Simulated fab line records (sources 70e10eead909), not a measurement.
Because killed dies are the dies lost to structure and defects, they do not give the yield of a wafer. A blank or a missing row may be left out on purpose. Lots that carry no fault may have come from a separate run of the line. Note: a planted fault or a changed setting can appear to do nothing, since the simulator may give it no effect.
fab line records	flow nand-harc
record lots=11	wafers=33	last-day=25
route steps=1159 shown A_WL_FILL@824 A_CONTACT@843 END@1159
lots that met no fault: taken from a fault-free run of the same line
start-h: hours from the record's opening day to when the first of the lot's shown wafers began	wait-h: hours elapsed since this lot's preceding step	" identical to the entry in the row above	L1.1+2: a row that stands for several wafers	- no value present, or no start provided	* or withheld: withheld	< > ~ a bound
route shown NAME@n: names a module that has steps shown in the file, with the first one's number in the route	usual: the fault-free wafers' mean and standard deviation	same: alike in all rows	chamber/n: place in a boat	sites: the reading at each site	_std_site: the standard deviation of these	_edge_site: the outer-site mean with the inner-site mean subtracted	radius-mm: for every site, how far away it sits from the centre of the wafer	mask NAME#n: copy n	behind: the tool/chamber that last shaped the wafer	hold: the reason the lot was held/the length of the hold in hours/how it ended	device: the transistor (n, p or np) that didn't switch	end of line: the same wafers' tests at the end of the route	a step without rows: its recipe alone	killed: dies that structure and defects cost at the first sort, which is not the same as the wafer's yield	map: shows each die of a wafer: x if killed, . if not, _ if none is there
set.NAME: the setting that was run; set.NAME@STEP: the one run at that earlier step	model.NAME: the simulator's own value behind a step, which no gauge read
a sample of lots followed through the steps of the route, with each step as a table and each wafer as a row
services: the hour from which a tool's chamber was out of use, counted from the record's first day as start-h (under 0 if before that day), plus the number of hours and why
## steps
# step NHARC_A_WL_FILL_STRIP_29
# recipe time-s=20	o2-flow-sccm=500	ar-flow-sccm=0	bias-w=0	chemistry=O2
# usual chamber-pressure-mTorr=60.01/0.054	drypump-motor-current-A=5.6/0.35	oes-product-au=0.999/0.009	rf-vpp-V=57.9/0.85	showerhead-plenum-p-Torr=3.52/0.13	throttle-valve-pct=17.037/0.0092
lot.wafer	tool	chamber	start-h	wait-h	chamber-pressure-mTorr	drypump-motor-current-A	oes-product-au	rf-hours-counter-h	rf-vpp-V	showerhead-plenum-p-Torr	throttle-valve-pct
L759.4	rie-diel-07	2	349.57	0.1	60.15	5.8	1.014	-	58.4	3.59	17.031
L759.6	"	3	"	"	60.10	6.3	1.001	-	57.1	3.32	17.048
L759.5	"	1	"	"	59.93	4.9	1.003	-	57.7	3.57	17.038
L760.2	rie-diel-10	2	349.82	0.1	60.06	5.3	1.004	3.9	56.9	3.75	17.024
L760.1	"	3	"	"	60.03	5.9	1.018	4.3	57.3	3.57	17.026
L760.5	"	1	"	"	59.98	5.6	1.001	-	59.0	3.41	17.041
L761.1	rie-diel-07	3	380.22	0.1	60.03	6.3	0.990	9.0	56.2	3.32	17.024
L761.6	"	3	"	"	60.05	6.4	0.995	-	57.8	3.32	17.045
L761.5	"	0	"	"	60.05	5.7	1.005	-	57.6	3.58	17.046
L765.4	rie-diel-13	0	387.06	0.1	60.09	5.6	0.994	4.1	57.9	3.54	17.021
L765.2	"	2	"	"	60.06	5.7	1.002	4.2	57.5	3.48	17.028
L765.5	"	3	"	"	60.05	5.8	0.988	-	59.1	3.59	17.039
L771.2	rie-diel-07	3	444.97	0.1	59.91	6.3	0.985	1.0	57.6	3.31	17.047
L771.1	"	0	"	"	59.96	5.7	0.993	1.1	57.7	3.58	17.037
L771.4	"	2	"	"	60.00	5.7	0.997	1.1	57.4	3.59	17.041
L773.1	rie-diel-10	3	445.03	0.1	60.03	6.0	0.997	1.8	58.1	3.57	17.035
L773.2	"	0	"	"	60.01	5.2	0.993	1.5	56.7	3.34	17.028
L773.5	"	0	"	"	60.00	5.2	0.992	-	57.6	3.34	17.039
L775.2	rie-diel-10	2	449.42	0.1	60.02	5.4	0.993	1.9	57.9	3.75	17.030
L775.3	"	0	"	"	59.97	5.2	0.997	1.7	57.6	3.34	17.030
L775.6	"	3	"	"	60.06	6.0	1.009	-	58.8	3.57	17.030
L778.2	rie-diel-10	0	463.12	0.1	59.97	5.2	0.998	2.0	58.5	3.34	17.044
L778.1	"	2	"	"	60.03	5.3	0.999	2.2	57.5	3.75	17.044
L778.6	"	1	"	"	59.94	5.5	1.002	-	58.4	3.41	17.040
L776.1	rie-diel-13	3	470.94	0.1	59.95	5.8	0.997	0.2	57.2	3.59	17.031
L776.3	"	2	"	"	59.91	5.7	1.011	0.2	57.8	3.48	17.043
L776.4	"	2	"	"	59.92	5.7	1.009	-	58.7	3.48	17.033
L779.3	rie-diel-13	0	473.88	0.1	59.88	5.6	0.985	0.2	58.1	3.54	17.058
L779.5	"	2	"	"	60.03	5.7	1.005	-	58.8	3.48	17.039
L779.6	"	3	"	"	59.98	5.8	1.001	-	57.7	3.59	17.024
L781.4	rie-diel-07	3	500.66	0.1	59.98	6.3	0.997	4.0	57.7	3.31	17.045
L781.2	"	0	"	"	60.04	5.7	1.004	3.9	57.7	3.58	17.043
L781.1	"	1	"	"	60.02	4.9	1.011	3.6	59.1	3.57	17.049
# step NHARC_A_WL_FILL_INSPECT_15
# usual raw-defect-count=393/160
lot.wafer	tool	chamber	start-h	wait-h	raw-defect-count
L759.4	defect-inspect-01	-	360.79	0.0	425
L759.5	"	-	"	"	400
L759.6	"	-	"	"	369
L760.1	defect-inspect-01	-	361.53	0.0	500
L760.2	"	-	"	"	386
L760.5	"	-	"	"	379
L761.1	defect-inspect-01	-	397.46	0.0	314
L761.5	"	-	"	"	236
L761.6	"	-	"	"	365
L765.2	defect-inspect-01	-	407.75	0.0	462
L765.4	"	-	"	"	324
L765.5	"	-	"	"	417
L771.1	defect-inspect-02	-	457.15	0.0	498
L771.2	"	-	"	"	573
L771.4	"	-	"	"	520
L773.1	defect-inspect-01	-	461.38	0.0	217
L773.2	"	-	"	"	234
L773.5	"	-	"	"	292
L775.2	defect-inspect-01	-	465.68	0.0	320
L775.3	"	-	"	"	216
L775.6	"	-	"	"	259
L778.1	defect-inspect-02	-	481.93	0.0	315
L778.2	"	-	"	"	371
L778.6	"	-	"	"	390
L776.1	defect-inspect-01	-	482.19	0.0	400
L776.3	"	-	"	"	429
L776.4	"	-	"	"	391
L779.3	defect-inspect-01	-	486.70	0.0	323
L779.5	"	-	"	"	322
L779.6	"	-	"	"	255
L781.1	defect-inspect-01	-	513.29	0.0	977
L781.2	"	-	"	"	943
L781.4	"	-	"	"	580
# step NHARC_A_CONTACT_DEP_29
# recipe target-thk-a=700	target-thk-nm=70	temp-c=400	pressure-torr=3.5	flow-sccm=200	rf-w=350	material=SiON
# usual heater-power-w=742/110	rf-fwd-power-W=348.4/1.1	showerhead-vpp-V=1153/67
lot.wafer	tool	chamber	start-h	wait-h	heater-power-w	rf-fwd-power-W	showerhead-vpp-V
L759.6	pecvd-04	0	364.64	0.1	691	348.8	1113
L759.4	"	1	"	"	624	349.8	1117
L759.5	"	2	"	"	921	346.6	1151
L760.1	pecvd-04	1	367.89	1.9	688	350.4	1115
L760.2	"	2	"	"	762	348.4	1158
L760.5	"	2	"	"	775	349.6	1141
L761.1	pecvd-04	2	400.91	1.9	910	348.8	1171
L761.6	"	1	"	"	713	347.0	1121
L761.5	"	2	"	"	895	347.1	1155
L765.2	pecvd-04	0	411.75	1.7	661	350.5	1117
L765.5	"	2	"	"	901	348.3	1145
L765.4	"	0	"	"	667	348.2	1109
L771.2	pecvd-04	2	463.24	1.5	781	347.4	1144
L771.1	"	1	"	"	807	347.1	1118
L771.4	"	0	"	"	694	348.0	1118
L773.2	pecvd-03	0	464.40	1.6	851	348.3	1106
L773.1	"	1	"	"	696	349.2	1298
L773.5	"	0	"	"	857	347.6	1120
L775.2	pecvd-01	2	468.97	1.5	771	348.9	1279
L775.3	"	2	"	"	768	346.1	1267
L775.6	"	0	"	"	784	347.9	1194
L778.1	pecvd-03	0	487.46	1.9	738	349.0	1108
L778.2	"	2	"	"	640	349.2	1084
L778.6	"	1	"	"	740	348.7	1266
L776.1	pecvd-03	1	488.62	1.8	714	348.9	1252
L776.3	"	2	"	"	593	349.6	1116
L776.4	"	2	"	"	582	349.0	1097
L779.3	pecvd-01	0	492.66	1.1	914	348.5	1196
L779.5	"	0	"	"	906	348.7	1185
L779.6	"	2	"	"	766	345.9	1262
L781.1	pecvd-03	1	516.32	2.0	615	349.1	1262
L781.2	"	2	"	"	600	348.8	1088
L781.4	"	2	"	"	607	348.1	1115
# step NHARC_A_CONTACT_INSPECT_44
# usual raw-defect-count=29/16
lot.wafer	tool	chamber	start-h	wait-h	raw-defect-count
L759.4	defect-inspect-02	-	365.40	0.0	18
L759.5	"	-	"	"	13
L759.6	"	-	"	"	21
L760.1	defect-inspect-01	-	368.71	0.0	25
L760.2	"	-	"	"	35
L760.5	"	-	"	"	26
L761.1	defect-inspect-02	-	401.73	0.0	17
L761.5	"	-	"	"	16
L761.6	"	-	"	"	12
L765.2	defect-inspect-02	-	412.56	0.0	27
L765.4	"	-	"	"	28
L765.5	"	-	"	"	29
L771.1	defect-inspect-01	-	464.09	0.0	1251
L771.2	"	-	"	"	58
L771.4	"	-	"	"	39
L773.1	defect-inspect-01	-	465.16	0.1	18
L773.2	"	-	"	"	9
L773.5	"	-	"	"	8
L775.2	defect-inspect-02	-	469.92	0.0	31
L775.3	"	-	"	"	24
L775.6	"	-	"	"	35
L778.1	defect-inspect-01	-	488.31	0.0	61
L778.2	"	-	"	"	64
L778.6	"	-	"	"	54
L776.1	defect-inspect-02	-	489.47	0.0	10
L776.3	"	-	"	"	14
L776.4	"	-	"	"	11
L779.3	defect-inspect-02	-	493.40	0.0	48
L779.5	"	-	"	"	29
L779.6	"	-	"	"	31
L781.1	defect-inspect-02	-	517.17	0.0	27
L781.2	"	-	"	"	35
L781.4	"	-	"	"	32
# step NHARC_A_CONTACT_ETCH_51
# recipe target-depth-a=36000	over-etch-frac=0.3	time-s=936	ion-energy-ev=150	o2-flow-sccm=400	cos-flow-sccm=20	ar-flow-sccm=0	rf-w=500	bias-w=300	chemistry=O2/COS
# usual chamber-pressure-mTorr=20.002/0.019	drypump-motor-current-A=5.83/0.26	oes-product-au=0.999/0.01	rf-fwd-power-W=499.7/1.5	rf-vpp-V=313.4/2.1	showerhead-plenum-p-Torr=3.07/0.13	throttle-valve-pct=28.330/0.0094
lot.wafer	tool	chamber	start-h	wait-h	chamber-pressure-mTorr	drypump-motor-current-A	oes-product-au	rf-fwd-power-W	rf-hours-counter-h	rf-vpp-V	showerhead-plenum-p-Torr	throttle-valve-pct
L759.4	rie-diel-09	3	-	-	20.038	6.11	1.005	497.7	21	314.8	3.16	28.337
L759.5	"	2	"	"	19.986	6.03	0.979	499.8	-	310.7	2.90	28.343
L759.6	"	3	"	"	20.009	6.12	1.005	500.4	-	315.2	3.17	28.321
L760.2	rie-diel-09	2	-	-	19.975	5.97	0.978	499.0	19	310.1	2.89	28.327
L760.1	"	1	"	"	19.978	5.47	1.011	498.9	19	313.0	2.95	28.340
L760.5	"	2	"	"	19.996	5.99	0.987	498.9	-	308.7	2.89	28.317
L761.1	rie-diel-09	1	-	-	20.011	5.46	1.022	498.0	25	312.2	2.95	28.338
L761.5	"	2	"	"	20.001	6.04	0.985	503.6	-	310.9	2.89	28.349
L761.6	"	3	"	"	20.033	6.09	1.012	501.0	-	314.2	3.16	28.335
L765.2	rie-diel-03	0	-	-	19.993	5.90	0.984	499.5	3	312.6	3.10	28.319
L765.4	"	2	"	"	19.989	5.89	1.009	499.4	3	315.4	3.22	28.345
L765.5	"	1	"	"	20.004	5.66	0.984	500.3	-	313.9	3.13	28.329
L771.4	rie-diel-09	0	-	-	20.008	5.77	1.003	500.4	5	312.8	2.96	28.309
L771.2	"	1	"	"	20.026	5.49	0.999	499.9	5	311.9	2.95	28.329
L771.1	"	3	"	"	19.981	6.10	0.999	499.7	4	314.2	3.16	28.336
L773.2	rie-diel-02	0	-	-	19.963	6.31	0.996	498.8	49	310.6	3.01	28.330
L773.1	"	1	"	"	19.976	5.08	1.001	499.0	49	316.6	3.35	28.326
L773.5	"	0	"	"	20.001	6.28	0.993	500.4	-	313.1	3.01	28.332
L775.3	rie-diel-03	0	-	-	19.989	5.87	0.996	502.8	30	312.4	3.09	28.320
L775.2	"	1	"	"	20.015	5.65	0.992	499.4	29	314.5	3.11	28.327
L775.6	"	3	"	"	20.020	5.74	1.012	497.4	-	311.5	2.96	28.329
L778.1	rie-diel-09	0	-	-	19.992	5.80	1.007	503.2	9	311.2	2.96	28.328
L778.2	"	1	"	"	19.988	5.49	1.008	498.1	9	312.4	2.95	28.323
L778.6	"	3	"	"	20.009	6.12	1.011	500.5	-	315.8	3.15	28.337
L776.3	rie-diel-02	2	-	-	19.976	5.66	1.006	498.4	56	313.7	3.01	28.337
L776.4	"	3	"	"	19.987	6.48	1.001	499.5	55	317.6	3.34	28.330
L776.1	"	0	"	"	20.036	6.29	1.002	502.2	56	312.5	3.00	28.322
L779.3	rie-diel-09	1	-	-	19.996	5.47	0.992	499.3	10	311.4	2.95	28.332
L779.5	"	1	"	"	19.987	5.47	0.989	501.6	-	312.8	2.95	28.332
L779.6	"	2	"	"	19.988	6.01	0.996	499.0	-	317.7	3.37	28.331
L781.4	rie-diel-03	0	-	-	20.020	5.88	0.992	499.9	45	314.0	3.08	28.315
L781.1	"	1	"	"	20.028	5.65	0.997	498.6	47	313.5	3.10	28.327
L781.2	"	2	"	"	20.036	5.89	1.017	499.4	45	313.3	3.20	28.341
# step NHARC_END_SORT_01
# recipe temp-c=25
# usual killed-at-array=28/11	killed-at-other=0.5/0.85	killed-at-periphery=2.7/1.9	killed-dies=32/12	killed-open=3.3/1.6	killed-short=2.1/1.5
# same gross-dies=677
lot.wafer	tool	chamber	start-h	wait-h	killed-at-array	killed-at-other	killed-at-periphery	killed-dies	killed-open	killed-short
L771.1	prober-01	0	548.41	2.5	109	0	3	112	6	2
L771.2	prober-01	0	549.21	2.8	42	0	2	44	4	1
L771.4	prober-01	0	550.81	3.4	32	1	2	35	2	4
# killed by level:class
L771.1 A_CONTACT:unspecified=59 A_SLIT:chamber-film-flake=23 A_CHANNEL_HOLE_D1:chamber-film-flake=16 A_WL_FILL:geometric-particle:open=3 A_STAIRCASE:chamber-film-flake=3 P_CONTACT:geometric-particle:short=1 P_M0:geometric-particle:open=1 A_ONON_D1:geometric-particle:short=1
L771.2 A_SLIT:chamber-film-flake=20 A_CHANNEL_HOLE_D1:chamber-film-flake=10 A_STAIRCASE:chamber-film-flake=4 A_CONTACT:geometric-particle:open=2 A_CHANNEL_FILL_D1:chamber-film-flake=2 A_CONTACT:chamber-film-flake=2 P_M0:geometric-particle:open=1 A_WL_FILL:geometric-particle:open=1
L771.4 A_SLIT:chamber-film-flake=14 A_CHANNEL_HOLE_D1:chamber-film-flake=8 A_STAIRCASE:chamber-film-flake=4 P_STI:geometric-particle:short=1 A_WL_FILL:geometric-particle:open=1 A_CONTACT:geometric-particle:open=1 A_CONTACT:geometric-particle:short=1 A_M0:geometric-particle:short=1
## services
tool	chamber	start-h	hours	kind
rie-diel-07	0	345.47	6.3	repair
pecvd-04	1	349.16	6.1	repair
rie-diel-13	0	349.91	9.2	repair
rie-diel-09	2	350.26	6.1	repair
rie-diel-10	-	353.50	9.0	pm
rie-diel-03	1	362.93	8.5	repair
rie-diel-13	1	369.07	13.9	repair
pecvd-04	-	376.46	13.0	pm
rie-diel-03	-	392.40	9.0	pm
rie-diel-07	-	405.20	9.0	pm
rie-diel-13	2	413.50	10.4	repair
rie-diel-09	1	416.14	3.3	repair
rie-diel-10	0	421.64	12.1	repair
rie-diel-09	-	431.41	9.0	pm
rie-diel-07	1	434.86	5.7	repair
rie-diel-13	-	453.00	9.0	pm
rie-diel-07	-	454.25	0.5	repair
rie-diel-10	0	469.51	3.1	repair
pecvd-03	-	473.41	13.0	pm
rie-diel-10	0	476.35	1.3	repair
rie-diel-07	-	476.56	0.8	repair
pecvd-04	-	486.68	3.1	repair
rie-diel-07	-	503.83	0.5	repair
rie-diel-09	2	509.84	4.7	repair
## key
first-sign step=NHARC_A_CONTACT_INSPECT_44	reading=raw-defect-count	direction=up	sigmas=75	usual=29	struck=1251
effect step=NHARC_END_SORT_01	reading=killed-at-array	direction=up	sigmas=7.1	usual=28	struck=109
more-kills-born-at NHARC_A_CONTACT_DEP_29@pecvd-04=59
met-at NHARC_A_CONTACT_DEP_29
struck-lots L771
struck-wafers L771.1
tester-left-out L771
not-acting-at NHARC_A_WL_FILL_STRIP_29,NHARC_A_WL_FILL_INSPECT_15,NHARC_A_CONTACT_ETCH_51
onset-between 400.91 463.24
fault kind=chamber-particle-source	tool=pecvd-04	chamber=1	onset-h=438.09	steps=NHARC_A_CONTACT_DEP_29	rate-per-visit-cm2=1.8165	end-h=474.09
# tester-left-out: of these lots the tester's yield and bins aren't shown, on N5 and GAA mostly nor the transistor test; their killed dies are dies lost to structure and defects alone, not to doping, threshold or leakage, so they don't give the yield
